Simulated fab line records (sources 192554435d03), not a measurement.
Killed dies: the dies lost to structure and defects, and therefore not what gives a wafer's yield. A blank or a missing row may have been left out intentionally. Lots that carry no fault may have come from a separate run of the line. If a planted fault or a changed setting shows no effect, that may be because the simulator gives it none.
Chamber matching || flow n5_finfet || 3 sister chambers for N5_BEOL_M11_CURE_71 on uv_cure-03
The step cures SiCOH lowk, time 240 s. 18 wafers are shown with their chamber, then 9 later ones without.

== WAFERS WITH THEIR CHAMBER ==
{"wafer": "L074.1", "chamber": 2, "wafer_temp_C_max": 386.2, "lamp_power_pct (%)": 52.24}
{"wafer": "L074.2", "chamber": 2, "wafer_temp_C_max": 386.4, "lamp_power_pct (%)": 52.23}
{"wafer": "L074.3", "chamber": 2, "wafer_temp_C_max": 386.8, "lamp_power_pct (%)": 52.34}
{"wafer": "L074.4", "chamber": 2, "wafer_temp_C_max": 386.8, "lamp_power_pct (%)": 52.27}
{"wafer": "L074.5", "chamber": 2, "wafer_temp_C_max": 386.1, "lamp_power_pct (%)": 52.24}
{"wafer": "L074.6", "chamber": 2, "wafer_temp_C_max": 386.9, "lamp_power_pct (%)": 52.31}
{"wafer": "L075.1", "chamber": 0, "wafer_temp_C_max": 387.6, "lamp_power_pct (%)": 52.31}
{"wafer": "L075.2", "chamber": 0, "wafer_temp_C_max": 387.7, "lamp_power_pct (%)": 52.30}
{"wafer": "L075.5", "chamber": 0, "wafer_temp_C_max": 388.2, "lamp_power_pct (%)": 52.34}
{"wafer": "L087.1", "chamber": 1, "wafer_temp_C_max": 386.8, "lamp_power_pct (%)": 52.37}
{"wafer": "L087.2", "chamber": 1, "wafer_temp_C_max": 386.9, "lamp_power_pct (%)": 52.24}
{"wafer": "L087.3", "chamber": 1, "wafer_temp_C_max": 386.6, "lamp_power_pct (%)": 52.29}
{"wafer": "L087.4", "chamber": 1, "wafer_temp_C_max": 387.3, "lamp_power_pct (%)": 52.34}
{"wafer": "L087.5", "chamber": 1, "wafer_temp_C_max": 386.1, "lamp_power_pct (%)": 52.36}
{"wafer": "L087.6", "chamber": 1, "wafer_temp_C_max": 387.2, "lamp_power_pct (%)": 52.22}
{"wafer": "L093.3", "chamber": 1, "wafer_temp_C_max": 386.6, "lamp_power_pct (%)": 52.18}
{"wafer": "L093.5", "chamber": 1, "wafer_temp_C_max": 386.6, "lamp_power_pct (%)": 52.36}
{"wafer": "L093.6", "chamber": 1, "wafer_temp_C_max": 386.0, "lamp_power_pct (%)": 52.26}

SIGNATURES, as means of the wafers listed above
{"reading": "wafer_temp_C_max", "chamber 0": 387.833, "chamber 1": 386.678, "chamber 2": 386.533, "scatter within a chamber": 0.395}
{"reading": "lamp_power_pct", "chamber 0": 52.3167, "chamber 1": 52.2911, "chamber 2": 52.2717, "scatter within a chamber": 0.0576}
Rule: distance of a wafer from a chamber = root of the sum over the readings of ((wafer's reading minus chamber's mean) / reading's scatter) squared. If the next closest chamber is less than 2 further off than the closest, the wafer can't be placed; otherwise it belongs to the closest. The scatter: take each reading less its chamber's mean, square it, sum over the shown wafers, divide by the number of wafers less the number of chambers, and take the root.

== WAFERS WHOSE CHAMBER IS MISSING ==
{"wafer": "L096.2", "wafer_temp_C_max": 386.1, "lamp_power_pct (%)": 52.32}
{"wafer": "L096.5", "wafer_temp_C_max": 386.5, "lamp_power_pct (%)": 52.33}
{"wafer": "L096.6", "wafer_temp_C_max": 386.8, "lamp_power_pct (%)": 52.35}
{"wafer": "L097.1", "wafer_temp_C_max": 387.3, "lamp_power_pct (%)": 52.28}
{"wafer": "L097.3", "wafer_temp_C_max": 387.7, "lamp_power_pct (%)": 52.39}
{"wafer": "L097.6", "wafer_temp_C_max": 388.4, "lamp_power_pct (%)": 52.27}
{"wafer": "L095.2", "wafer_temp_C_max": 386.8, "lamp_power_pct (%)": 52.35}
{"wafer": "L095.3", "wafer_temp_C_max": 387.0, "lamp_power_pct (%)": 52.34}
{"wafer": "L095.6", "wafer_temp_C_max": 386.7, "lamp_power_pct (%)": 52.27}

== EACH ONE'S CHAMBER ==
{"wafer": "L096.2", "from the rows above": "can't be placed: 2 or 1", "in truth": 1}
{"wafer": "L096.5", "from the rows above": "can't be placed: 1 or 2", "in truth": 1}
{"wafer": "L096.6", "from the rows above": "can't be placed: 1 or 2 or 0", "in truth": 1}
{"wafer": "L097.1", "from the rows above": "can't be placed: 0 or 1 or 2", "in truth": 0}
{"wafer": "L097.3", "from the rows above": "can't be placed: 0 or 1", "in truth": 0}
{"wafer": "L097.6", "from the rows above": 0, "in truth": 0}
{"wafer": "L095.2", "from the rows above": "can't be placed: 1 or 2 or 0", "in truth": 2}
{"wafer": "L095.3", "from the rows above": "can't be placed: 1 or 2 or 0", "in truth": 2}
{"wafer": "L095.6", "from the rows above": "can't be placed: 1 or 2", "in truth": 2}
Correct placement for 1 of the 9. From these rows, 8 cannot be placed; in 8 the true chamber is one of the candidates. 0 placed wrongly.
